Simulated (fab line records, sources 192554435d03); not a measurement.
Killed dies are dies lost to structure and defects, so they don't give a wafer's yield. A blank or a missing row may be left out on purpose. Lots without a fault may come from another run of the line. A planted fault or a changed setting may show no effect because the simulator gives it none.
fab line records | flow n5_finfet
record lots=7 wafers=21
route steps=1938 shown ZERO_LAYER@6 WELL_APT@39 FIN_SAQP@105 FIN_CUT@176 DUMMY_GATE@223
start_h: hours from the record's first day to the start of the lot's first wafer shown | wait_h: hours since the lot's step before | " the same as in the row above | L1.1+2: a row that stands for several wafers | - no value, or no start given | * or withheld: withheld | < > ~ a bound
route shown NAME@n: a module of which the file shows steps, and the number in the route of the first | usual: mean/standard deviation of fault-free wafers | same: alike in all rows | chamber/n: place in a boat | sites: the reading at each site | _std_site: their standard deviation | _edge_site: outer sites' mean less inner sites' | radius_mm: how far each site lies from the wafer's centre | mask NAME#n: copy n | behind: the tool/chamber that last shaped the wafer | hold: why the lot was held/for how many hours/how that ended | device: the transistor (n, p or np) that didn't switch | end of line: the same wafers' tests at the end of the route | a step without rows: its recipe alone | killed: dies lost to structure and defects at the first sort, not the wafer's yield | map: a wafer's dies, x killed, . not, _ none there
set.NAME: the setting as run; set.NAME@STEP: as run at that earlier step | model.NAME: the simulator's own value behind a step, which no gauge read
lots whose settings were changed on purpose; a table a step, a row a wafer
## steps
# step N5_ZERO_LAYER_COAT_05
# recipe spin_rpm=1500 resist_thk_nm=1000
# columns lot.wafer tool chamber start_h wait_h set.spin_rpm model.coat_of_ZERO_LAYER_COAT_05.thk_nm
L078.3 litho_track-04 0 - - 1592 973.1
L078.5 " 0 " " 1500 1000
L078.6 " 0 " " 1500 998.2
L081.1 litho_track-04 0 - - 1500 997.4
L081.2 " 0 " " 1607 964.2
L081.4 " 0 " " 1607 964
L082.1 litho_track-03 0 - - 1594 969.5
L082.3 " 0 " " 1500 999
L082.6 " 0 " " 1500 1003
L083.2 litho_track-02 0 - - 1500 1003
L083.5 " 0 " " 1500 1004
L083.6 " 0 " " 1500 1006
L084.1 litho_track-03 0 - - 1500 1004
L084.3 " 0 " " 1500 1009
L084.5 " 0 " " 1500 1006
L096.2 litho_track-02 0 - - 1500 999.6
L096.3 " 0 " " 1614 967.3
L096.6 " 0 " " 1614 963.5
L097.2 litho_track-03 0 - - 1444 1021
L097.3 " 0 " " 1500 1000
L097.4 " 0 " " 1500 1005
# step N5_ZERO_LAYER_EXPOSE_08
# recipe mask_id=ZERO na=0.55 source_shape=conventional sigma_outer=0.8 polarization=unpolarized defocus_nm=0 target_cd_nm=2000 dose_mj=16.2
# columns lot.wafer tool chamber start_h wait_h mask set.dose_mj
L078.3+6 krf_scanner-02 0 36.48 - ZERO#0 16.2
L078.5 " 0 " " ZERO#0 15.34
L081.1+4 krf_scanner-02 0 54.46 - ZERO#0 15.01
L081.2 " 0 " " ZERO#0 16.2
L082.1+6 krf_scanner-02 0 60.50 - ZERO#0 17.2
L082.3 " 0 " " ZERO#0 16.2
L083.2+5+6 krf_scanner-01 0 66.60 - ZERO#0 16.2
L084.1 krf_scanner-01 0 72.47 - ZERO#0 16.2
L084.3+5 " 0 " " ZERO#0 16.69
L096.2 krf_scanner-01 0 144.49 - ZERO#0 16.2
L096.3+6 " 0 " " ZERO#0 15.54
L097.2+3 krf_scanner-02 0 150.61 - ZERO#0 16.2
L097.4 " 0 " " ZERO#0 15.45
# step N5_ZERO_LAYER_PEB_09
# recipe peb_temp_c=withheld peb_time_s=*
# step N5_ZERO_LAYER_DEVELOP_10
# recipe develop_time_s=60 rinse_liquid=diw dry=air_spin dev_temp_c=21
# step N5_ZERO_LAYER_HARDBAKE_23
# recipe temp_c=130 time_s=120
# step N5_ZERO_LAYER_CD_MEAS_11
# recipe target_cd_nm=2000 landing_energy_ev=500 detector=se_inlens
# usual cd_nm=2001.1/1.9
# columns lot.wafer tool chamber start_h wait_h set.dose_mj@ZERO_LAYER_EXPOSE_08 cd_nm
L078.3 cd_sem-03 0 36.64 - 16.2 2003.2
L078.5 " 0 " " 15.34 1988.7
L078.6 " 0 " " 16.2 2000.9
L081.1 cd_sem-01 0 54.64 - 15.01 1988.5
L081.2 " 0 " " 16.2 2004.4
L081.4 " 0 " " 15.01 1989.1
L082.1 cd_sem-02 0 60.68 - 17.2 2016.5
L082.3 " 0 " " 16.2 2004.2
L082.6 " 0 " " 17.2 2015.3
L083.2 cd_sem-03 0 66.77 - 16.2 2001.7
L083.5 " 0 " " 16.2 2001.1
L083.6 " 0 " " 16.2 2001.8
L084.1 cd_sem-02 0 72.64 - 16.2 2001.9
L084.3 " 0 " " 16.69 2006.9
L084.5 " 0 " " 16.69 2006.7
L096.2 cd_sem-02 0 144.66 - 16.2 2002.0
L096.3 " 0 " " 15.54 1993.1
L096.6 " 0 " " 15.54 1993.9
L097.2 cd_sem-03 0 150.78 - 16.2 2002.1
L097.3 " 0 " " 16.2 2000.9
L097.4 " 0 " " 15.45 1990.6
# step N5_ZERO_LAYER_DESCUM_16
# recipe chemistry=O2 time_s=7.9 source_power_w=50 bias_power_w=20 pressure_mtorr=20 rf_frequency_hz=2.712e+07 temp_c=40 o2_flow_sccm=225
# columns lot.wafer tool chamber start_h wait_h set.dose_mj@ZERO_LAYER_EXPOSE_08 model.ZERO_LAYER.cd_nm
L078.3 rie_diel-06 3 36.68 0.0 16.2 2003
L078.5 " 1 " " 15.34 -
L078.6 " 3 " " 16.2 2001
L081.1 rie_diel-02 0 54.68 0.0 15.01 1988
L081.2 " 2 " " 16.2 2004
L081.4 " 3 " " 15.01 1989
L082.1 rie_diel-06 3 61.12 0.4 17.2 2016
L082.3 " 2 " " 16.2 2004
L082.6 " 0 " " 17.2 2015
L083.2+6 rie_diel-02 0,1 66.87 0.1 16.2 2002
L083.5 " 2 " " 16.2 2001
L084.1 rie_diel-06 0 73.04 0.4 16.2 2002
L084.3 " 3 " " 16.69 2007
L084.5 " 3 " " 16.69 2006
L096.2 rie_diel-02 2 145.06 0.4 16.2 2002
L096.3 " 1 " " 15.54 1993
L096.6 " 1 " " 15.54 1994
L097.2 rie_diel-02 1 150.82 0.0 16.2 2002
L097.3 " 2 " " 16.2 -
L097.4 " 0 " " 15.45 1990
# step N5_ZERO_LAYER_ETCH_17
# recipe chemistry=CF4 target=SiO2 target_depth_a=120 time_s=13.3 ion_energy_ev=350 pressure_mtorr=40 source_w=450 bias_w=215 Ar_flow_sccm=100 cf4_flow_sccm=100
# columns lot.wafer tool chamber start_h wait_h set.dose_mj@ZERO_LAYER_EXPOSE_08 model.ZERO_LAYER.cd_nm
L078.3 rie_diel-06 3 36.71 0.0 16.2 2003
L078.5 " 1 " " 15.34 1989
L078.6 " 3 " " 16.2 2001
L081.1 rie_diel-02 0 54.71 0.0 15.01 1988
L081.2 " 2 " " 16.2 2004
L081.4 " 3 " " 15.01 1989
L082.1 rie_diel-06 3 61.15 0.0 17.2 2016
L082.3 " 2 " " 16.2 2004
L082.6 " 0 " " 17.2 2015
L083.2+6 rie_diel-02 0,1 66.91 0.0 16.2 2002
L083.5 " 2 " " 16.2 2001
L084.1 rie_diel-06 0 73.08 0.0 16.2 2002
L084.3 " 3 " " 16.69 2007
L084.5 " 3 " " 16.69 2006
L096.2 rie_diel-02 2 145.10 0.0 16.2 2002
L096.3 " 1 " " 15.54 1993
L096.6 " 1 " " 15.54 1994
L097.2 rie_diel-02 1 150.86 0.0 16.2 2002
L097.3 " 2 " " 16.2 2001
L097.4 " 0 " " 15.45 1991
# step N5_ZERO_LAYER_ETCH_18
# recipe chemistry=HBr/Cl2 target=Si target_depth_a=1200 time_s=40 pressure_mtorr=10 icp_w=800 bias_w=75 HBr_flow_sccm=150 Cl2_flow_sccm=80
# step N5_ZERO_LAYER_STRIP_24
# recipe chemistry=O2 power_w=1000 temp_c=250 overash_fraction=0.3 pressure_mtorr=1000 o2_flow_sccm=6750
# usual strip_time_to_endpoint_s=43.87/0.084
# columns lot.wafer tool chamber start_h wait_h set.spin_rpm@ZERO_LAYER_COAT_05 strip_time_to_endpoint_s
L078.3 plasma_asher-01 1 36.91 0.1 1592 43.01
L078.5 " 0 " " 1500 43.84
L078.6 " 1 " " 1500 43.81
L081.1 plasma_asher-01 1 54.89 0.1 1500 43.77
L081.2 " 0 " " 1607 42.78
L081.4 " 1 " " 1607 42.75
L082.1 plasma_asher-01 1 61.33 0.1 1594 42.91
L082.3 " 1 " " 1500 43.82
L082.6 " 1 " " 1500 43.94
L083.2 plasma_asher-02 1 67.08 0.1 1500 43.90
L083.5 " 0 " " 1500 43.95
L083.6 " 1 " " 1500 44.01
L084.1 plasma_asher-02 0 73.26 0.1 1500 43.97
L084.3 " 1 " " 1500 44.12
L084.5 " 1 " " 1500 44.05
L096.2 plasma_asher-01 0 145.28 0.1 1500 43.84
L096.3 " 1 " " 1614 42.88
L096.6 " 0 " " 1614 42.77
L097.2 plasma_asher-01 0 151.03 0.1 1444 44.46
L097.3 " 1 " " 1500 43.86
L097.4 " 0 " " 1500 44.00
# step N5_WELL_APT_EXPOSE_22
# recipe mask_id=PWELL na=0.8 source_shape=conventional sigma_outer=0.8 polarization=unpolarized defocus_nm=0 target_cd_nm=200 dose_mj=23.2
# columns lot.wafer tool chamber start_h wait_h mask set.dose_mj
L078.3+5 krf_scanner-02 0 38.97 - PWELL#0 22.61
L078.6 " 0 " " PWELL#0 23.2
L081.1+4 krf_scanner-02 0 56.63 - PWELL#0 23.2
L081.2 " 0 " " PWELL#0 24.4
L082.1+6 krf_scanner-01 0 63.07 - PWELL#0 22.01
L082.3 " 0 " " PWELL#0 23.2
L083.2+5+6 krf_scanner-01 0 69.27 - PWELL#0 23.2
L084.1 krf_scanner-01 0 75.46 - PWELL#0 22.66
L084.3+5 " 0 " " PWELL#0 23.2
L096.2+3 krf_scanner-01 0 147.20 - PWELL#0 21.89
L096.6 " 0 " " PWELL#0 23.2
L097.2+3+4 krf_scanner-01 0 152.68 - PWELL#0 23.2
# step N5_WELL_APT_DEVELOP_24
# recipe develop_time_s=45 rinse_liquid=surfactant_rinse dry=air_spin dev_temp_c=21
# columns lot.wafer tool chamber start_h wait_h set.develop_time_s
L078.3 litho_track-01 0 - - 37.26
L078.5+6 " 0 " " 45
L081.1 litho_track-05 0 - - 55.04
L081.2+4 " 0 " " 45
L082.1 litho_track-01 0 - - 45
L082.3+6 " 0 " " 53.06
L083.2+5+6 litho_track-05 0 - - 45
L084.1+5 litho_track-01 0 - - 54.47
L084.3 " 0 " " 45
L096.2+6 litho_track-05 0 - - 41.46
L096.3 " 0 " " 45
L097.2+4 litho_track-03 0 - - 51.12
L097.3 " 0 " " 45
# step N5_WELL_APT_HARDBAKE_29
# recipe temp_c=130 time_s=120
# step N5_WELL_APT_CD_MEAS_25
# recipe target_cd_nm=200 landing_energy_ev=500 detector=se_inlens
# usual cd_nm=200.0/1.5
# columns lot.wafer tool chamber start_h wait_h set.dose_mj@WELL_APT_EXPOSE_22 cd_nm
L078.3 cd_sem-02 0 39.13 - 22.61 194.4
L078.5 " 0 " " 22.61 194.2
L078.6 " 0 " " 23.2 200.7
L081.1 cd_sem-02 0 56.80 - 23.2 203.1
L081.2 " 0 " " 24.4 210.9
L081.4 " 0 " " 23.2 200.7
L082.1 cd_sem-01 0 63.24 - 22.01 189.7
L082.3 " 0 " " 23.2 200.3
L082.6 " 0 " " 22.01 189.8
L083.2 cd_sem-01 0 69.44 - 23.2 199.8
L083.5 " 0 " " 23.2 198.5
L083.6 " 0 " " 23.2 199.3
L084.1 cd_sem-02 0 75.63 - 22.66 197.2
L084.3 " 0 " " 23.2 201.9
L084.5 " 0 " " 23.2 203.8
L096.2 cd_sem-03 0 147.37 - 21.89 188.0
L096.3 " 0 " " 21.89 189.1
L096.6 " 0 " " 23.2 198.7
L097.2 cd_sem-03 0 152.84 - 23.2 200.9
L097.3 " 0 " " 23.2 200.0
L097.4 " 0 " " 23.2 202.5
# step N5_WELL_APT_DESCUM_30
# recipe chemistry=O2 time_s=7.9 source_power_w=50 bias_power_w=20 pressure_mtorr=20 rf_frequency_hz=2.712e+07 temp_c=40 o2_flow_sccm=225
# columns lot.wafer tool chamber start_h wait_h set.dose_mj@WELL_APT_EXPOSE_22 model.WELL_APT.cd_nm
L078.3 rie_diel-01 2 39.55 0.4 22.61 194.4
L078.5 " 3 " " 22.61 194.3
L078.6 " 2 " " 23.2 200.6
L081.1 rie_diel-03 1 56.90 0.0 23.2 203.2
L081.2 " 0 " " 24.4 210.7
L081.4 " 3 " " 23.2 200.5
L082.1+6 rie_diel-01 3,0 63.49 0.2 22.01 189.5
L082.3 " 2 " " 23.2 200.4
L083.2 rie_diel-01 0 70.14 0.7 23.2 200
L083.5 " 1 " " 23.2 198.4
L083.6 " 0 " " 23.2 199.6
L084.1 rie_diel-01 3 76.31 0.6 22.66 197.2
L084.3 " 2 " " 23.2 202.2
L084.5 " 2 " " 23.2 203.8
L096.2 rie_diel-01 2 147.46 0.0 21.89 188.2
L096.3 " 1 " " 21.89 189.2
L096.6 " 3 " " 23.2 198.8
L097.2 rie_diel-03 3 152.93 0.0 23.2 200.8
L097.3 " 0 " " 23.2 199.7
L097.4 " 1 " " 23.2 202.4
# step N5_FIN_SAQP_COAT_10
# recipe resist=CAR-ArF spin_rpm=1500 resist_thk_nm=90
# columns lot.wafer tool chamber start_h wait_h set.spin_rpm model.CAR-ArF_of_FIN_SAQP_COAT_10.thk_nm
L078.3 litho_track-04 0 - - 1500 90.14
L078.5 " 0 " " 1500 89.88
L078.6 " 0 " " 1500 89.84
L081.1 litho_track-03 0 - - 1339 95.27
L081.2 " 0 " " 1500 90.03
L081.4 " 0 " " 1339 95.26
L082.1 litho_track-03 0 - - 1500 89.96
L082.3 " 0 " " 1500 90.13
L082.6 " 0 " " 1500 90.1
L083.2 litho_track-05 0 - - 1500 89.61
L083.5 " 0 " " 1500 89.6
L083.6 " 0 " " 1500 89.86
L084.1 litho_track-04 0 - - 1500 89.48
L084.3 " 0 " " 1500 89.49
L084.5 " 0 " " 1451 91.12
L096.2 litho_track-04 0 - - 1500 89.73
L096.3 " 0 " " 1500 89.63
L096.6 " 0 " " 1500 89.57
L097.2 litho_track-04 0 - - 1500 89.79
L097.3 " 0 " " 1557 88.17
L097.4 " 0 " " 1557 88.07
# step N5_FIN_SAQP_DEVELOP_15
# recipe develop_time_s=30 developer=TMAH resist=CAR-ArF dev_temp_c=23 rinse_liquid=diw dry=air_spin
# columns lot.wafer tool chamber start_h wait_h set.develop_time_s set.spin_rpm@FIN_SAQP_COAT_10 model.CAR-ArF_of_FIN_SAQP_COAT_10.thk_nm
L078.3 litho_track-05 0 - - 30 1500 88.43
L078.5 " 0 " " 26.23 1500 88.28
L078.6 " 0 " " 30 1500 88.14
L081.1 litho_track-04 0 - - 33.2 1339 93.49
L081.2 " 0 " " 33.2 1500 88.24
L081.4 " 0 " " 30 1339 93.55
L082.1 litho_track-03 0 - - 30 1500 88.26
L082.3 " 0 " " 32.55 1500 88.36
L082.6 " 0 " " 30 1500 88.39
L083.2 litho_track-04 0 - - 30 1500 87.9
L083.5 " 0 " " 30 1500 87.89
L083.6 " 0 " " 30 1500 88.16
L084.1 litho_track-04 0 - - 30 1500 87.78
L084.3 " 0 " " 30 1500 87.79
L084.5 " 0 " " 30 1451 89.42
L096.2 litho_track-05 0 - - 30 1500 88.03
L096.3 " 0 " " 30 1500 87.93
L096.6 " 0 " " 30 1500 87.86
L097.2 litho_track-05 0 - - 26.44 1500 88.19
L097.3 " 0 " " 30 1557 86.46
L097.4 " 0 " " 30 1557 86.37
# step N5_FIN_CUT_CUT_ETCH_15
# recipe chemistry=HBr/Cl2/O2 target=Si target_depth_a=1000 bt_time_s=10 mask_material=SOC time_s=42.4 ion_energy_ev=* bias_w=* pressure_mtorr=10 icp_w=800 HBr_flow_sccm=150 Cl2_flow_sccm=80 O2_flow_sccm=12
# columns lot.wafer tool chamber start_h wait_h set.bias_w model.etch.depth_nm model.FIN_CUT.feature_depth_nm
L078.3 rie_si-01 3 51.54 0.0 * 100.6 100.6
L078.5 " 2 " " * 100.8 100.8
L078.6 " 3 " " * 101.9 102
L081.1 rie_si-01 2 70.76 0.1 * 104.4 104.4
L081.2 " 1 " " * 103.6 103.6
L081.4 " 0 " " * 103.9 103.8
L082.1+6 rie_si-01 0 77.75 0.1 * 101.2 101.2
L082.3 " 3 " " * 101.3 101.2
L083.2 rie_si-05 2 84.60 0.1 * 98.43 98.4
L083.5 " 0 " " * 97.94 98
L083.6 " 3 " " * 98.19 98.2
L084.1 rie_si-05 0 90.94 0.1 * 97.97 98
L084.3 " 1 " " * 95.78 95.8
L084.5 " 0 " " * 95.57 95.6
L096.2 rie_si-05 2 160.94 0.1 * 103.1 103
L096.3 " 1 " " * 99.72 99.8
L096.6 " 0 " " * 98.81 98.8
L097.2 rie_si-01 3 166.10 0.1 * 100.2 100.2
L097.3 " 1 " " * 100.6 100.6
L097.4 " 0 " " * 100.7 100.6
# step N5_DUMMY_GATE_COAT_35
# recipe resist=SiARC temp_c=220 time_s=60 spin_rpm=1500 resist_thk_nm=10
# columns lot.wafer tool chamber start_h wait_h set.spin_rpm model.SiARC_of_DUMMY_GATE_COAT_35.thk_nm
L078.3 litho_track-03 0 - - 1500 10
L078.5+6 " 0 " " 1397 10.4
L081.1+4 litho_track-03 0 - - 1500 10
L081.2 " 0 " " 1362 10.6
L082.1+6 litho_track-02 0 - - 1643 9.6
L082.3 " 0 " " 1500 10
L083.2+5+6 litho_track-02 0 - - 1500 10
L084.1 litho_track-03 0 - - 1399 10.4
L084.3+5 " 0 " " 1500 10
L096.2 litho_track-03 0 - - 1646 9.6
L096.3+6 " 0 " " 1500 10
L097.2 litho_track-02 0 - - 1415 10.4
L097.3 " 0 " " 1415 10.2
L097.4 " 0 " " 1500 10
## key
split step=N5_ZERO_LAYER_COAT_05 setting=spin_rpm stated=1500 by=wafer
response step=N5_ZERO_LAYER_COAT_05 reading=model.coat_of_ZERO_LAYER_COAT_05.thk_nm change=-4.63 per=1% r=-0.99
response step=N5_ZERO_LAYER_STRIP_24 reading=strip_time_to_endpoint_s change=* per=1% r=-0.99
split step=N5_ZERO_LAYER_EXPOSE_08 setting=dose_mj stated=16.2 by=wafer
response step=N5_ZERO_LAYER_CD_MEAS_11 reading=cd_nm change=+2.14 per=1% r=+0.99
response step=N5_ZERO_LAYER_DESCUM_16 reading=model.ZERO_LAYER.cd_nm change=+2.05 per=1% r=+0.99
response step=N5_ZERO_LAYER_ETCH_17 reading=model.ZERO_LAYER.cd_nm change=+2.12 per=1% r=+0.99
split step=N5_WELL_APT_EXPOSE_22 setting=dose_mj stated=23.2 by=wafer
response step=N5_WELL_APT_CD_MEAS_25 reading=cd_nm change=+1.93 per=1% r=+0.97
response step=N5_WELL_APT_DESCUM_30 reading=model.WELL_APT.cd_nm change=+1.94 per=1% r=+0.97
split step=N5_WELL_APT_DEVELOP_24 setting=develop_time_s stated=45 by=wafer
response none clear
split step=N5_FIN_SAQP_COAT_10 setting=spin_rpm stated=1500 by=wafer
response step=N5_FIN_SAQP_COAT_10 reading=model.CAR-ArF_of_FIN_SAQP_COAT_10.thk_nm change=-0.484 per=1% r=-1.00
response step=N5_FIN_SAQP_DEVELOP_15 reading=model.CAR-ArF_of_FIN_SAQP_COAT_10.thk_nm change=-0.49 per=1% r=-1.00
split step=N5_FIN_SAQP_DEVELOP_15 setting=develop_time_s stated=30 by=wafer
response none clear
split step=N5_FIN_CUT_CUT_ETCH_15 setting=bias_w stated=* by=wafer
response step=N5_FIN_CUT_CUT_ETCH_15 reading=model.etch.depth_nm change=+0.21 per=1% r=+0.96
response step=N5_FIN_CUT_CUT_ETCH_15 reading=model.FIN_CUT.feature_depth_nm change=+0.207 per=1% r=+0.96
split step=N5_DUMMY_GATE_COAT_35 setting=spin_rpm stated=1500 by=wafer
response step=N5_DUMMY_GATE_COAT_35 reading=model.SiARC_of_DUMMY_GATE_COAT_35.thk_nm change=-0.0516 per=1% r=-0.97
